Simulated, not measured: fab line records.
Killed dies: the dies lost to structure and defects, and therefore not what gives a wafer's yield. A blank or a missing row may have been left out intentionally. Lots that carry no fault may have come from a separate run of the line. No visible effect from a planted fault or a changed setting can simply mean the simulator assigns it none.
Matching of chambers    flow n5Finfet    rieDiel-03 running N5_ZERO_LAYER_DESCUM_16: 4 sister chambers
The step chemistry O2, time 7.9 s. 16 wafers are shown with their chamber, then 8 later ones without.

## WAFERS PAIRED WITH THEIR CHAMBERS
wafer   chamber  showerheadPlenumPTorr (Torr)  drypumpMotorCurrentA (A)  throttleValvePct (%)
L075.1  2        2.13                          5.0                       20.6
L075.4  1        2.01                          6.0                       20.5
L075.5  3        1.98                          5.7                       20.5
L076.2  0        2.11                          5.9                       20.4
L076.3  3        1.98                          5.6                       20.5
L076.6  1        2.01                          6.0                       20.5
L078.1  2        2.13                          5.0                       20.6
L078.2  0        2.11                          5.9                       20.3
L078.6  3        1.98                          5.7                       20.5
L083.3  0        2.10                          5.9                       20.4
L083.4  2        2.13                          5.0                       20.6
L083.5  2        2.13                          5.0                       20.6
L088.1  2        2.13                          5.0                       20.6
L088.5  1        2.01                          6.0                       20.5
L088.6  0        2.10                          5.9                       20.4
L090.1  0        2.10                          5.9                       20.4

SIGNATURES, as means of the wafers listed above
reading                chamber 0  chamber 1  chamber 2  chamber 3  scatter within a chamber
showerheadPlenumPTorr  2.1040     2.0100     2.1300     1.9800     0.00316
drypumpMotorCurrentA   5.900      6.000      5.000      5.667      0.0236
throttleValvePct       20.380     20.500     20.600     20.500     0.0258
Rule: for a wafer and a chamber, the distance is found by dividing, reading by reading, the gap between the wafer's reading and the chamber's mean by the reading's scatter, squaring, summing and taking the root. If the next closest chamber is less than 2 further off than the closest, the wafer can't be placed; otherwise it belongs to the closest. How the scatter is found: for the shown wafers, subtract from each reading the mean of its chamber, square and add these, divide the total by (wafers less chambers), then take the root.

## WAFERS WITHOUT THEIR CHAMBER
wafer   showerheadPlenumPTorr (Torr)  drypumpMotorCurrentA (A)  throttleValvePct (%)
L090.2  2.01                          6.0                       20.5
L090.6  2.10                          5.9                       20.4
L093.1  2.10                          5.9                       20.4
L093.3  2.00                          6.0                       20.5
L093.4  2.23                          5.6                       20.2
L096.1  2.23                          5.6                       20.2
L096.4  2.12                          5.0                       20.6
L096.5  2.09                          5.9                       20.4

## WHICH CHAMBER EACH ONE RAN IN
wafer   from the rows above      in truth
L090.2  1                        1
L090.6  0                        0
L093.1  0                        0
L093.3  1                        1
L093.4  can't be placed: 0 or 2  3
L096.1  can't be placed: 0 or 2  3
L096.4  2                        2
L096.5  0                        0
6 of 8 placed correctly. Can't be placed from these rows: 2 (the true chamber is among the candidates in 0). Wrongly placed: 0.
